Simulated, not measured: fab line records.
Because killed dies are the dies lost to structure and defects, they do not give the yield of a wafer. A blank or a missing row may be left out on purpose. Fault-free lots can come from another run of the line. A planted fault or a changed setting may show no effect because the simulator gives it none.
A lot that was struck, set against a sound lot :: flow nand_harc :: 23 steps out of a route of 1302
Sound: these wafers, L307.2, L307.3, L307.4. Wafers L315.1, L315.4, L315.5 were the ones struck. Last of all comes the cause.
At each step with rows: each side's tool, then ch and its chambers, then its first start. Under that, the readings that differ: sound wafers :: struck wafers :: difference of the means :: sigmas: that difference in standard deviations of wafers without a fault.
alike: a reading whose means differ by less than 2 such deviations, as well as words and numbers matching on both sides. not compared: withheld readings; readings where some wafer has no value; bounds like >300 that might hide an equal value; numbers whose values overlap and for which the record gives no deviation.
Wherever a step has rows on one side only, a row that says differs or no value, or a row with sigmas, the two part there. Numbers that don't overlap but have no deviation are shown without sigmas and don't part them. A reading missing from all wafers of one side parts the sides only when that side holds two or more wafers.

NHARC_P_CONTACT_DEP_00: deposits SiO2, target thk 500 nm.
  sound: pecvd-02 ch 0,1,2; struck: pecvd-02 ch 0,2
reading: susceptor_temp_C (C)
sound: 400.15 400.24 400.09
struck: 399.66 399.57 399.66
difference: -0.53
sigmas: -2
  alike: heater_power_w, showerhead_vpp_V, throttle_valve_pct
NHARC_P_CONTACT_CMP_01: polishes SiO2, target thk 200 nm.
  sound on cmp-04 ch 0,2,3, day 8 19:26; struck on cmp-04 ch 0,2,3, day 12 03:29
  alike: motor_current_A
then, 9 steps without rows for these wafers: NHARC_P_CONTACT_SRD_03; NHARC_P_CONTACT_DEHYDRATE_04 (time 120 s); NHARC_P_CONTACT_HMDS_05 (time 30 s); NHARC_P_CONTACT_COAT_33 (time 75 s); NHARC_P_CONTACT_COAT_34 (time 65 s); NHARC_P_CONTACT_COAT_06 (resist thk 90 nm); NHARC_P_CONTACT_SOFTBAKE_07 (time 55 s); NHARC_P_CONTACT_EBR_08; NHARC_P_CONTACT_EXPOSE_09 (exposes mask P CA, target cd 90 nm).
NHARC_P_CONTACT_PEB_10: peb time 65 s.
  sound on litho_track-06 ch 0, day 8 20:10; struck on litho_track-01 ch 0, day 12 04:10
reading: heater_power_total_W (W)
sound: 156.1 157.1 157.2
struck: 154.6 155.7 154.6
difference: -1.8
sigmas: -4

reading: plate_temp_C (C)
sound: 100.07 99.97 100.00
struck: 99.20 99.37 99.13
difference: -0.78
sigmas: -7
  alike: chill_plate_temp_C
then, 1 step without rows for these wafers: NHARC_P_CONTACT_DEVELOP_11 (develop time 35 s).
NHARC_P_CONTACT_CD_MEAS_12 targets a cd of 90 nm.
  sound on cd_sem-02 ch 0, day 8 20:15; struck on cd_sem-01 ch 0, day 12 04:15
reading: cd_nm (nm)
sound: 88.9 90.7 89.7
struck: 86.2 86.4 86.4
difference: -3.4
sigmas: -5
NHARC_P_CONTACT_OVL_MEAS_13:
  struck on overlay-01, day 12 04:20; sound on overlay-01, day 8 20:20
  alike: overlay_x_nm, overlay_y_nm
NHARC_P_CONTACT_INSPECT_14:
  struck on defect_inspect-01, day 12 04:23; sound on defect_inspect-02, day 8 20:22
  alike: raw_defect_count
NHARC_P_CONTACT_DESCUM_17: chemistry O2, time 3 s.
  sound on rie_diel-12 ch 0,2,3, day 8 20:26; struck on rie_diel-09 ch 0,2,3, day 12 04:27
reading: model.P_CONTACT.cd_nm (nm)
sound: 89.15 91.04 90.42
struck: 86.9 86.24 86.11
difference: -3.8
sigmas: 
  alike: drypump_motor_current_A, oes_product_au, rf_vpp_V, showerhead_plenum_p_Torr, throttle_valve_pct
  not compared: rf_hours_counter_h
NHARC_P_CONTACT_ETCH_35: etches the open film in CF4, target depth 39 nm, time 65 s.
  sound on rie_diel-12 ch 0,1,2, day 8 20:32; struck on rie_diel-09 ch 1,2,3, day 12 04:32
  alike: drypump_motor_current_A, oes_product_au, rf_vpp_V, showerhead_plenum_p_Torr, throttle_valve_pct
  not compared: rf_hours_counter_h
NHARC_P_CONTACT_ETCH_36: etches the open film in N2/H2, target depth 260 nm, time 406.25 s.
  sound: rie_diel-12 ch 0,1,2; struck: rie_diel-09 ch 2,3
  alike: drypump_motor_current_A, n2_flow_sccm, oes_product_au, rf_vpp_V, showerhead_plenum_p_Torr, throttle_valve_pct
  not compared: rf_hours_counter_h
NHARC_P_CONTACT_ETCH_18: etches the open film in C4F8/O2/Ar, target depth 481 nm, time 240.5 s.
  sound: rie_diel-12 ch 0,1,3; struck: rie_diel-09 ch 1,3
  alike: oes_product_au, rf_vpp_V
  not compared: rf_hours_counter_h
then, 1 step without rows for these wafers: NHARC_P_CONTACT_STRIP_37 (strips in C4F8/O2/Ar).
NHARC_P_CONTACT_ETCH_31: etches the open film in CH3F/O2, target depth 30 nm, time 85.7 s.
  sound: rie_diel-12 ch 0,1,2; struck: rie_diel-09 ch 0,1,3
  alike: drypump_motor_current_A, oes_product_au, rf_vpp_V, showerhead_plenum_p_Torr, throttle_valve_pct
  not compared: rf_hours_counter_h, model.P_CONTACT.cd_nm
NHARC_P_CONTACT_CD_MEAS_19:
  struck on cd_sem-03, day 12 05:19; sound on cd_sem-02, day 8 21:19
  alike: cd_nm

== WHERE THEY PART ==
First at NHARC_P_CONTACT_DEP_00; last, within this record, at NHARC_P_CONTACT_CD_MEAS_12. Later steps at which nothing parts them and some readings are alike: NHARC_P_CONTACT_OVL_MEAS_13, NHARC_P_CONTACT_INSPECT_14, NHARC_P_CONTACT_DESCUM_17, NHARC_P_CONTACT_ETCH_35, NHARC_P_CONTACT_ETCH_36, NHARC_P_CONTACT_ETCH_18, NHARC_P_CONTACT_ETCH_31, NHARC_P_CONTACT_CD_MEAS_19.

WHY: what had been put in by the simulator
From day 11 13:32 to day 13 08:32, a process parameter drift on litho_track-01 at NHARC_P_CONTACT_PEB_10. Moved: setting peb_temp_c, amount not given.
